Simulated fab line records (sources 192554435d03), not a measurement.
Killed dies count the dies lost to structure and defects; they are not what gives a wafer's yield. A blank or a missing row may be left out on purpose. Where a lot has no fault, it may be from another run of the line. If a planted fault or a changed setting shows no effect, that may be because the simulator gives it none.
Chamber matching :: flow n5Finfet :: N5_BEOL_M5_CURE_80 on uvCure-03 has 3 sister chambers
The step cures SiCOH lowk, time 120 s. 6 wafers are shown with their chamber, then 10 later ones without.

== WAFERS, EACH WITH ITS CHAMBER ==
wafer: L083.3
chamber: 0
wafer_temp_C_max: 371.7
lampPowerPct (%): 52.32

wafer: L083.4
chamber: 0
wafer_temp_C_max: 371.1
lampPowerPct (%): 52.27

wafer: L087.5
chamber: 1
wafer_temp_C_max: 372.6
lampPowerPct (%): 52.23

wafer: L087.6
chamber: 1
wafer_temp_C_max: 371.9
lampPowerPct (%): 52.23

wafer: L092.1
chamber: 2
wafer_temp_C_max: 371.2
lampPowerPct (%): 52.26

wafer: L092.2
chamber: 2
wafer_temp_C_max: 371.4
lampPowerPct (%): 52.33

== WAFERS MISSING THEIR CHAMBER ==
wafer: L092.4
wafer_temp_C_max: 371.5
lampPowerPct (%): 52.36

wafer: L093.2
wafer_temp_C_max: 371.4
lampPowerPct (%): 52.28

wafer: L093.5
wafer_temp_C_max: 371.3
lampPowerPct (%): 52.25

wafer: L093.6
wafer_temp_C_max: 371.4
lampPowerPct (%): 52.24

wafer: L094.3
wafer_temp_C_max: 371.6
lampPowerPct (%): 52.22

wafer: L094.4
wafer_temp_C_max: 372.3
lampPowerPct (%): 52.36

wafer: L094.5
wafer_temp_C_max: 372.6
lampPowerPct (%): 52.29

wafer: L095.1
wafer_temp_C_max: 370.9
lampPowerPct (%): 52.42

wafer: L095.2
wafer_temp_C_max: 370.9
lampPowerPct (%): 52.31

wafer: L095.6
wafer_temp_C_max: 371.0
lampPowerPct (%): 52.40

== EACH ONE'S CHAMBER ==
wafer: L092.4
from the rows above: can't be placed: 0 or 2
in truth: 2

wafer: L093.2
from the rows above: can't be placed: 0 or 2
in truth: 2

wafer: L093.5
from the rows above: can't be placed: 2 or 0 or 1
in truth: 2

wafer: L093.6
from the rows above: can't be placed: 0 or 2 or 1
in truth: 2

wafer: L094.3
from the rows above: can't be placed: 1 or 0 or 2
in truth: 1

wafer: L094.4
from the rows above: can't be placed: 0 or 2 or 1
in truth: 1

wafer: L094.5
from the rows above: can't be placed: 1 or 0 or 2
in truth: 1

wafer: L095.1
from the rows above: can't be placed: 2 or 0
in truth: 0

wafer: L095.2
from the rows above: can't be placed: 2 or 0
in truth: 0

wafer: L095.6
from the rows above: can't be placed: 2 or 0
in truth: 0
Correctly placed: 0 of 10. Can't be placed from these rows: 10 (the true chamber is among the candidates in 10). Number placed wrongly: 0.
How it was worked out, from the rows above alone: a wafer's distance from a chamber is the root of the sum, over the readings, of the square of ((its reading less the chamber's mean) divided by the reading's scatter). The wafer belongs to the nearest chamber; if the next one is less than 2 further off, it can't be placed. For every chamber, the mean is computed from those of its wafers that are shown. The scatter: take each reading less its chamber's mean, square it, sum over the shown wafers, divide by the number of wafers less the number of chambers, and take the root.
